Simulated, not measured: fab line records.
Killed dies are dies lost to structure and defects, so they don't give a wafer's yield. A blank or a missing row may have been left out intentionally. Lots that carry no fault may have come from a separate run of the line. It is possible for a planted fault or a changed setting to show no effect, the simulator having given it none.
2 desks looking at one fault    flow nandHarc    each desk holds nothing but its own numbers, with what lay behind them at the end

== DESK OF THE TOOL OWNER: rieDiel-12 ==
The tool's own readings at NHARC_A_WL_FILL_ETCHBACK_16 (etches the open film in C4F8/O2/Ar, target depth 88 nm, time 17.6 s): means of the sampled wafers that have a number, for each lot that ran on this tool. The brackets show how far a lot's mean lies from the usual mean; more than 4 standard deviations puts the lot out of limits, marked OUT.
Columns: A = oesProductAu at NHARC_A_WL_FILL_ETCHBACK_16, usual 0.98 a.u.; B = rfFwdPowerW at NHARC_A_WL_FILL_ETCHBACK_16, usual 588 W; C = rfVppV at NHARC_A_WL_FILL_ETCHBACK_16, usual 722 V
lot   first seen here  A                B    C
L480  day 15 03:20     0.99             589  722
L482  day 15 23:08     0.92             587  727
L485  day 16 16:52     0.92             587  722
L486  day 17 21:49     1.00             587  722
L488  day 18 01:24     0.99             588  724
L499  day 19 21:34     0.82 (-5.0) OUT  585  725
L498  day 19 22:47     0.64 (-11) OUT   584  726
This desk finds L498, L499 out of limits, L499 being first, at day 19 21:34 (oesProductAu at NHARC_A_WL_FILL_ETCHBACK_16). L480, L482, L485, L486, L488 stayed within limits.

== THE DEFECT DESK ==
Lot by lot, what the route's inspections counted, given as the mean of those sampled wafers with a number. The brackets show how far a lot's mean lies from the usual mean; more than 4 standard deviations puts the lot out of limits, marked OUT.
Columns: A = rawDefectCount at NHARC_A_SLIT_INSPECT_11, usual 22
lot   first seen here  A
L480  day 13 23:27     10
L483  day 14 09:50     22
L482  day 14 15:52     10
L484  day 15 07:31     30
L485  day 15 13:01     11
L486  day 16 12:26     26
L487  day 16 12:39     23
L488  day 16 13:38     18
L490  day 16 23:08     27
L499  day 18 12:05     17
L498  day 18 18:22     17
L500  day 19 15:32     14
L503  day 19 17:19     11
L502  day 19 22:39     21
This desk's verdict: no lot among the 14 shows anything out of limits.

== ALL TOGETHER ==
On L498, L499, at day 19 21:34, an alarm was possible from the tool owner's desk.
Nothing the defect desk looked at was out of limits.
The defect desk has L498, L499 on record, within its limits.
All the named lots went through NHARC_A_WL_FILL_ETCHBACK_16 on rieDiel-12.

== WHAT WAS PUT IN BY THE SIMULATOR ==
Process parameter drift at NHARC_A_WL_FILL_ETCHBACK_16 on rieDiel-12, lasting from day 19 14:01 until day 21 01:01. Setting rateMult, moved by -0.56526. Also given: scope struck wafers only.
Struck lots among those shown: L498, L499.
Time in hours from fault onset to the first out-of-limits reading at each desk: the tool owner's desk, 8.
